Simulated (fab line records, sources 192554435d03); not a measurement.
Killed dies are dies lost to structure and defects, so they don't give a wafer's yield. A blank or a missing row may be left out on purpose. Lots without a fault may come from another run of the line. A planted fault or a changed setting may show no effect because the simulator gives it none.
fab line records | flow n5_finfet
record lots=7 wafers=19 last_day=15
route steps=1938 shown BEOL_M14@1726 PASSIVATION@1936
lots that met no fault: from a run of the same line without faults
start_h: hours from the record's first day to the start of the lot's first wafer shown | wait_h: hours since the lot's step before | " the same as in the row above | L1.1+2: a row that stands for several wafers | - no value, or no start given | * or withheld: withheld | < > ~ a bound
route shown NAME@n: a module of which the file shows steps, and the number in the route of the first | usual: mean/standard deviation of fault-free wafers | same: alike in all rows | chamber/n: place in a boat | sites: the reading at each site | _std_site: their standard deviation | _edge_site: outer sites' mean less inner sites' | radius_mm: how far each site lies from the wafer's centre | mask NAME#n: copy n | behind: the tool/chamber that last shaped the wafer | hold: why the lot was held/for how many hours/how that ended | device: the transistor (n, p or np) that didn't switch | end of line: the same wafers' tests at the end of the route | a step without rows: its recipe alone | killed: dies lost to structure and defects at the first sort, not the wafer's yield | map: a wafer's dies, x killed, . not, _ none there
set.NAME: the setting as run; set.NAME@STEP: as run at that earlier step | model.NAME: the simulator's own value behind a step, which no gauge read
steps of the route over a sample of lots; a table a step, a row a wafer
services: from which hour (start_h, from the record's first day; less than 0 if before it) a tool's chamber was out of use, for how many hours, and why
## steps
# step N5_BEOL_M14_CD_MEAS_10
# recipe target_cd_nm=250 landing_energy_ev=500 detector=se_inlens polarity=opening
# usual cd_nm=250.5/1.9
# same landing_energy_ev=500
# columns lot.wafer tool chamber start_h wait_h cd_nm
L588.2 cd_sem-02 0 252.52 - 251.2
L588.5 " 0 " " 251.6
L588.6 " 0 " " 251.0
L587.1 cd_sem-02 0 252.70 - 247.6
L587.3 " 0 " " 251.4
L587.4 " 0 " " 251.7
L590.1 cd_sem-03 0 252.80 - 251.9
L590.4 " 0 " " 250.2
L590.5 " 0 " " 251.3
L589.1 cd_sem-02 0 262.89 - 252.4
L589.2 " 0 " " 250.9
L589.4 " 0 " " 251.1
L591.3 cd_sem-03 0 276.17 - 250.3
L591.4 " 0 " " 253.9
L591.5 " 0 " " 255.2
L594.1 cd_sem-02 0 336.25 - 247.5
L594.4 " 0 " " 252.3
L601.1 cd_sem-03 0 341.12 - 252.2
L601.2 " 0 " " 248.7
# step N5_BEOL_M14_DESCUM_15
# recipe chemistry=O2 time_s=7.9 source_power_w=50 bias_power_w=20 pressure_mtorr=20 rf_frequency_hz=2.712e+07 temp_c=40 o2_flow_sccm=225
# usual drypump_motor_current_A=5.9/0.43 oes_product_au=0.78/0.082 rf_vpp_V=243.0/1.1 showerhead_plenum_p_Torr=2.08/0.056 throttle_valve_pct=20.51/0.24
# columns lot.wafer tool chamber start_h wait_h drypump_motor_current_A oes_product_au rf_hours_counter_h rf_vpp_V showerhead_plenum_p_Torr throttle_valve_pct
L588.2 rie_diel-01 1 252.60 0.0 6.2 0.82 103 243.8 2.12 20.75
L588.5 " 1 " " 6.2 0.82 - 243.2 2.12 20.75
L588.6 " 0 " " 5.9 0.73 - 242.2 1.98 20.21
L587.1 rie_diel-02 1 252.91 0.2 5.9 0.74 175 242.6 2.08 20.62
L587.3 " 3 " " 5.2 0.69 217 242.1 2.08 20.38
L587.4 " 2 " " 6.6 0.73 195 243.3 2.17 20.87
L590.1 rie_diel-01 2 252.95 0.1 5.6 0.73 138 241.5 2.02 20.64
L590.4 " 1 " " 6.2 0.82 - 243.4 2.12 20.76
L590.5 " 2 " " 5.6 0.74 - 241.5 2.02 20.66
L589.1 rie_diel-04 1 262.98 0.0 5.5 0.78 120 243.6 2.09 20.57
L589.2 " 3 " " 5.6 0.93 20 244.5 2.15 20.60
L589.4 " 0 " " 5.3 0.68 233 242.8 2.05 20.40
L591.3 rie_diel-02 3 276.26 0.0 5.2 0.69 224 243.6 2.08 20.40
L591.4 " 2 " " 6.6 0.72 203 243.4 2.17 20.89
L591.5 " 2 " " 6.6 0.73 - 245.0 2.17 20.89
L594.1 rie_diel-01 0 336.34 0.0 5.9 0.70 225 242.0 1.97 20.26
L594.4 " 1 " " 6.2 0.79 122 242.7 2.12 20.78
L601.1 rie_diel-04 0 341.66 0.5 5.3 0.94 7 243.3 2.05 19.98
L601.2 " 1 " " 5.5 0.76 151 243.4 2.08 20.62
# step N5_BEOL_M14_EXPOSE_25
# recipe mask_id=M14 na=0.8 source_shape=annular sigma_inner=0.5 sigma_outer=0.8 polarization=unpolarized target_cd_nm=280 dose_mj=26.6
# columns lot.wafer tool chamber start_h wait_h mask
L588.2+5+6 krf_scanner-02 0 253.20 - M14#0
L587.1+3+4 krf_scanner-02 0 253.50 - M14#0
L590.1+4+5 krf_scanner-02 0 253.54 - M14#0
L589.1+2+4 krf_scanner-02 0 263.69 - M14#0
L591.3+4+5 krf_scanner-01 0 276.86 - M14#0
L594.1+4 krf_scanner-02 0 336.94 - M14#0
L601.1+2 krf_scanner-02 0 342.25 - M14#0
# step N5_BEOL_M14_CD_MEAS_28
# recipe target_cd_nm=284.4 landing_energy_ev=500 detector=se_inlens
# usual cd_nm=284.2/1.9
# same landing_energy_ev=500
# columns lot.wafer tool chamber start_h wait_h cd_nm
L588.2 cd_sem-02 0 253.36 - 284.2
L588.5 " 0 " " 283.0
L588.6 " 0 " " 285.2
L587.1 cd_sem-02 0 253.67 - 283.0
L587.3 " 0 " " 287.0
L587.4 " 0 " " 285.9
L590.1 cd_sem-03 0 253.71 - 285.3
L590.4 " 0 " " 285.4
L590.5 " 0 " " 283.3
L589.1 cd_sem-03 0 263.86 - 282.7
L589.2 " 0 " " 286.9
L589.4 " 0 " " 285.7
L591.3 cd_sem-01 0 277.03 - 282.7
L591.4 " 0 " " 280.7
L591.5 " 0 " " 281.3
L594.1 cd_sem-01 0 337.12 - 283.4
L594.4 " 0 " " 297.2
L601.1 cd_sem-02 0 342.42 - 284.3
L601.2 " 0 " " 299.7
# step N5_BEOL_M14_STRIP_37
# recipe chemistry=O2 power_w=600 temp_c=60 pressure_mtorr=30 rf_frequency_hz=6e+07 bias_power_w=0 overash_fraction=0.3 o2_flow_sccm=225
# usual drypump_motor_current_A=5.9/0.44 oes_product_au=0.78/0.088 rf_vpp_V=3.8/0.87 showerhead_plenum_p_Torr=2.08/0.06 throttle_valve_pct=16.76/0.22
# columns lot.wafer tool chamber start_h wait_h drypump_motor_current_A oes_product_au rf_hours_counter_h rf_vpp_V showerhead_plenum_p_Torr throttle_valve_pct
L588.2 rie_diel-01 2 258.24 4.0 5.6 0.74 142 5.7 2.02 16.88
L588.5 " 1 " " 6.2 0.82 - 2.9 2.13 16.89
L588.6 " 2 " " 5.6 0.74 - 2.8 2.02 16.86
L587.1 rie_diel-01 0 258.77 4.4 5.9 0.73 204 3.7 1.98 16.51
L587.3 " 2 " " 5.6 0.74 142 3.7 2.02 16.82
L587.4 " 0 " " 5.9 0.73 - 4.9 1.98 16.58
L590.1 rie_diel-04 2 258.81 3.9 6.0 0.77 131 4.1 2.09 16.44
L590.4 " 1 " " 5.6 0.80 119 5.2 2.10 16.80
L590.5 " 1 " " 5.6 0.79 - 4.8 2.10 16.78
L589.1 rie_diel-01 0 265.87 1.3 5.9 0.72 206 4.6 1.98 16.55
L589.2 " 1 " " 6.2 0.81 109 1.9 2.13 16.94
L589.4 " 0 " " 5.9 0.71 - 4.1 1.98 16.59
L591.3 rie_diel-04 2 279.88 2.2 6.0 0.75 138 2.9 2.09 16.38
L591.4 " 0 " " 5.3 0.66 239 3.8 2.06 16.72
L591.5 " 3 " " 5.6 0.92 - 3.2 2.15 16.77
L594.1 rie_diel-02 2 341.62 3.8 6.6 0.70 228 4.0 2.17 17.17
L594.4 " 0 " " 6.2 0.78 84 3.5 2.13 16.70
L601.1 rie_diel-02 0 344.52 1.1 6.2 0.80 85 5.0 2.13 16.70
L601.2 " 2 " " 6.6 0.71 230 3.2 2.16 17.20
# step N5_PASSIVATION_PROBE_49
# usual defect_limited_yield=91.0/1.5 killed_at_M0_to_M3=35/11 killed_at_M4_up=13/6 killed_at_contacts=14/6.5 killed_at_front_end=40/12 killed_at_other=4/3.4 killed_dies=106/18 killed_open=68/14 killed_short=35/7.7 sort_bin_5_function=5.2/0.98 sort_bin_6_memory=3.4/0.72 sort_n_pass=1074/18 sort_yield_pct=91.0/1.5
# same gross_dies=1180 killed_at_back_side=0 sort_bin_4_leakage[%]=0 sort_bin_8_speed[%]=0
# columns lot.wafer tool chamber start_h wait_h defect_limited_yield[%] killed_at_M0_to_M3 killed_at_M4_up killed_at_contacts killed_at_front_end killed_at_other killed_dies killed_open killed_short sort_bin_5_function[%] sort_bin_6_memory[%] sort_n_pass sort_yield_pct[%]
L594.4 prober-02 - 362.04 0.2 90.8 22 13 11 56 7 109 77 30 5.6 3.5 1071 90.8
# killed by level:class
L594.4 STI_FIN_REVEAL:geometric_particle:open=21 GATE_CUT:geometric_particle:short=10 MOL_CONTACT_COAG:geometric_particle:open=9 BEOL_M3:geometric_particle:open=8 FIN_SAQP:geometric_particle:open=6 BEOL_M0_SAQP:geometric_particle:open=5 BEOL_M4:geometric_particle:open=4 DUMMY_GATE:geometric_particle:open=4
## services
# columns tool chamber start_h hours kind
krf_scanner-02 - 231.70 0.1 repair
rie_diel-01 3 242.29 6.0 repair
krf_scanner-01 - 252.29 3.6 pm
krf_scanner-02 - 258.12 0.8 pm
krf_scanner-01 - 263.41 0.6 repair
rie_diel-01 1 269.22 5.2 repair
krf_scanner-01 - 271.06 4.0 pm
krf_scanner-01 - 275.08 1.0 pm
rie_diel-01 - 280.26 14.6 pm
krf_scanner-02 - 282.41 1.0 pm
krf_scanner-02 - 285.32 1.3 pm
krf_scanner-01 - 292.69 78.6 repair
rie_diel-04 0 305.44 - clean
rie_diel-04 0 305.44 - consumable_replace:focus_ring
rie_diel-04 0 305.44 17.7 scheduled_down
rie_diel-04 0 305.44 17.7 vent_cycle
rie_diel-01 1 315.35 8.1 repair
rie_diel-02 1 318.16 4.5 repair
rie_diel-02 3 322.29 6.9 repair
krf_scanner-02 - 328.54 3.3 repair
krf_scanner-02 - 338.82 2.0 repair
rie_diel-02 3 343.56 - clean
rie_diel-02 3 343.56 - consumable_replace:focus_ring
rie_diel-02 3 343.56 21.9 scheduled_down
## key
first_sign step=N5_BEOL_M14_CD_MEAS_28 reading=cd_nm direction=up sigmas=7.6 usual=284.2 struck=298.4
effect none on later readings
met_at N5_BEOL_M14_EXPOSE_25
struck_lots L594,L601
struck_wafers L594.4,L601.2
not_acting_at N5_BEOL_M14_CD_MEAS_10,N5_BEOL_M14_DESCUM_15,N5_BEOL_M14_STRIP_37
onset_between 263.69 336.94
fault kind=process_parameter_drift tool=krf_scanner-02 chamber=- onset_h=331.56 steps=N5_BEOL_M14_EXPOSE_25 channel=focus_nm offset=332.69 shape=step end_h=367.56 scope=struck_wafers_only
